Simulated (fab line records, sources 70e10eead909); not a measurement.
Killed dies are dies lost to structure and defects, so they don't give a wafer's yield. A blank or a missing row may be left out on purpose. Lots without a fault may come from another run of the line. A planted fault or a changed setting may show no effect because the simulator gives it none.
A struck lot beside a sound one | flow nand_harc | 42 steps out of a route of 1159
Sound: wafers L826.1, L826.3, L826.5. Struck: wafer L830.5. (L830.2, L830.4 of the same lot were not struck and are left out.) The cause comes at the end.
At each step with rows: each side's tool, then ch and its chambers, then its first start. Under that, the readings that differ: sound wafers | struck wafers | difference of the means | sigmas: that difference in standard deviations of wafers without a fault.
alike: readings whose means differ by less than 2 such deviations, and words and numbers that are the same on both sides. not compared: withheld readings, readings that some wafer has no value for, bounds like >300 that may hide the same value, and numbers for which the record gives no deviation and whose values overlap.
The two part at a step that has a row with sigmas, a row that says differs or no value, or rows on one side only. Numbers that don't overlap but have no deviation are shown without sigmas and don't part them. A reading that every wafer of one side lacks parts them only if that side has two wafers or more.

first, 2 steps without rows for these wafers: NHARC_A_CONTACT_ETCH_111 (etches the open film in C4F8/O2/Ar, time 140 s, target depth 700 nm); NHARC_A_CONTACT_ETCH_112 (etches the open film in C4F8/O2/Ar, time 94 s, target depth 922 nm).
NHARC_A_CONTACT_ETCH_113: etches the open film in C4F8/O2/Ar, time 94 s, target depth 922 nm.
  sound on har_cap_etch-01 ch 0,1, day 18 08:17; struck on har_cap_etch-02 ch 1, day 19 00:24
  not compared: rf_hours_counter_h
then, 5 steps without rows for these wafers: NHARC_A_CONTACT_ETCH_114 (etches the open film in C4F8/O2/Ar, time 94 s, target depth 922 nm); NHARC_A_CONTACT_ETCH_115 (etches the open film in C4F8/O2/Ar, time 94 s, target depth 922 nm); NHARC_A_CONTACT_ETCH_116 (etches the open film in C4F8/O2/Ar, time 94 s, target depth 922 nm); NHARC_A_CONTACT_ETCH_117 (etches the open film in C4F8/O2/Ar, time 94 s, target depth 922 nm); NHARC_A_CONTACT_ETCH_118 (etches the open film in C4F8/O2/Ar, time 94 s, target depth 922 nm).
NHARC_A_CONTACT_ETCH_119: etches the open film in C4F8/O2/Ar, time 94 s, target depth 922 nm.
  sound on har_cap_etch-01 ch 0,1, day 18 08:50; struck on har_cap_etch-02 ch 1, day 19 00:56
  not compared: rf_hours_counter_h
then, 3 steps without rows for these wafers: NHARC_A_CONTACT_ETCH_120 (etches the open film in C4F8/O2/Ar, time 94 s, target depth 922 nm); NHARC_A_CONTACT_ETCH_121 (etches the open film in C4F8/O2/Ar, time 94 s, target depth 922 nm); NHARC_A_CONTACT_ETCH_122 (etches the open film in C4F8/O2/Ar, time 95 s, target depth 930 nm).
NHARC_A_CONTACT_ETCH_123: etches the open film in C4F8/O2/Ar, time 253 s, target depth 1090 nm.
  sound on har_cap_etch-01 ch 0,1, day 18 09:12; struck on har_cap_etch-02 ch 1, day 19 01:18
  not compared: rf_hours_counter_h
then, 2 steps without rows for these wafers: NHARC_A_CONTACT_ETCH_90 (etches the open film in CH3F/O2, target depth 40 nm, time 85.7 s); NHARC_A_CONTACT_ETCH_96 (etches the open film in C4F6/O2, target depth 20 nm, time 10 s).
NHARC_A_CONTACT_CD_MEAS_53:
  sound on cd_sem-02, day 18 10:01; struck on cd_sem-01, day 19 02:07
  alike: cd_nm
then, 3 steps without rows for these wafers: NHARC_A_CONTACT_STRIP_99 (strips in N2/H2); NHARC_A_CONTACT_STRIP_100 (strips in CF4/CHF3); NHARC_A_CONTACT_STRIP_101 (strips in O2/COS).
NHARC_A_CONTACT_ETCH_102: etches the open film in CF4/O2, target depth 70 nm, overetch 7 nm, time 38.5 s.
  sound on rie_diel-01 ch 1,2,3, day 18 10:20; struck on rie_diel-04 ch 1, day 19 02:25
  alike: drypump_motor_current_A, oes_product_au, rf_vpp_V, showerhead_plenum_p_Torr, throttle_valve_pct
  not compared: rf_hours_counter_h
then, 3 steps without rows for these wafers: NHARC_A_CONTACT_STRIP_55 (strips in O2); NHARC_A_CONTACT_STRIP_56 (strips in post etch residue remover, time 600 s); NHARC_A_CONTACT_DEP_57 (deposits aC, target thk 2800 nm).
NHARC_A_CONTACT_DEP_58: deposits SiON, target thk 60 nm.
  sound on pecvd-02 ch 1,2, day 18 14:53; struck on pecvd-02 ch 0, day 19 05:47
  alike: heater_power_w
then, 10 steps without rows for these wafers: NHARC_A_CONTACT_DEHYDRATE_59 (time 120 s); NHARC_A_CONTACT_HMDS_60 (time 30 s); NHARC_A_CONTACT_COAT_61 (time 75 s); NHARC_A_CONTACT_COAT_62 (time 65 s); NHARC_A_CONTACT_COAT_63 (resist thk 90 nm); NHARC_A_CONTACT_SOFTBAKE_64 (time 55 s); NHARC_A_CONTACT_EBR_65; NHARC_A_CONTACT_EXPOSE_66 (exposes mask A CC 2); NHARC_A_CONTACT_PEB_67 (peb time 65 s); NHARC_A_CONTACT_DEVELOP_68 (develop time 35 s).
NHARC_A_CONTACT_CD_MEAS_69: target cd 200 nm.
  sound on cd_sem-03 ch 0, day 18 15:29; struck on cd_sem-01 ch 0, day 19 06:21
  alike: cd_nm
NHARC_A_CONTACT_OVL_MEAS_70:
  sound on overlay-01, day 18 15:34; struck on overlay-01, day 19 06:26
  alike: overlay_x_nm, overlay_y_nm
then, 2 steps without rows for these wafers: NHARC_A_CONTACT_DESCUM_74 (chemistry O2, time 3 s); NHARC_A_CONTACT_ETCH_75 (etches the open film in CF4, target depth 39 nm, time 65 s).
NHARC_A_CONTACT_ETCH_76: etches the open film in N2/H2, target depth 260 nm, time 475.3 s.
  sound on rie_diel-04 ch 1,2; struck on rie_diel-01 ch 3
  alike: drypump_motor_current_A, oes_product_au, rf_vpp_V, showerhead_plenum_p_Torr, throttle_valve_pct
  not compared: rf_hours_counter_h
then, 2 steps without rows for these wafers: NHARC_A_CONTACT_ETCH_77 (etches the open film in CF4/CHF3, target depth 72.6 nm, time 36.3 s); NHARC_A_CONTACT_ETCH_78 (etches the open film in O2/COS, target depth 2800 nm, time 728 s).
-- the record jumps here: 3 days lie between the struck wafers' starts before and after (it left off in module A_CONTACT and takes up again in module END, whose first step shown is number 1159 of the route) --
NHARC_END_SORT_01:
  sound on prober-01 ch 0, day 21 01:44; struck on prober-01 ch 0, day 22 02:38
  reading         | sound    | struck | difference | sigmas
  killed_at_array | 14 18 11 | 129    | +115       | +10
  killed_at_other | 1 1 0    | 3      | +2         | +2
  killed_dies     | 19 21 12 | 133    | +116       | +11
  alike: killed_at_periphery, killed_open, killed_short

WHERE THEY PART
Only at NHARC_END_SORT_01, within this record.

WHY: what the simulator had put in
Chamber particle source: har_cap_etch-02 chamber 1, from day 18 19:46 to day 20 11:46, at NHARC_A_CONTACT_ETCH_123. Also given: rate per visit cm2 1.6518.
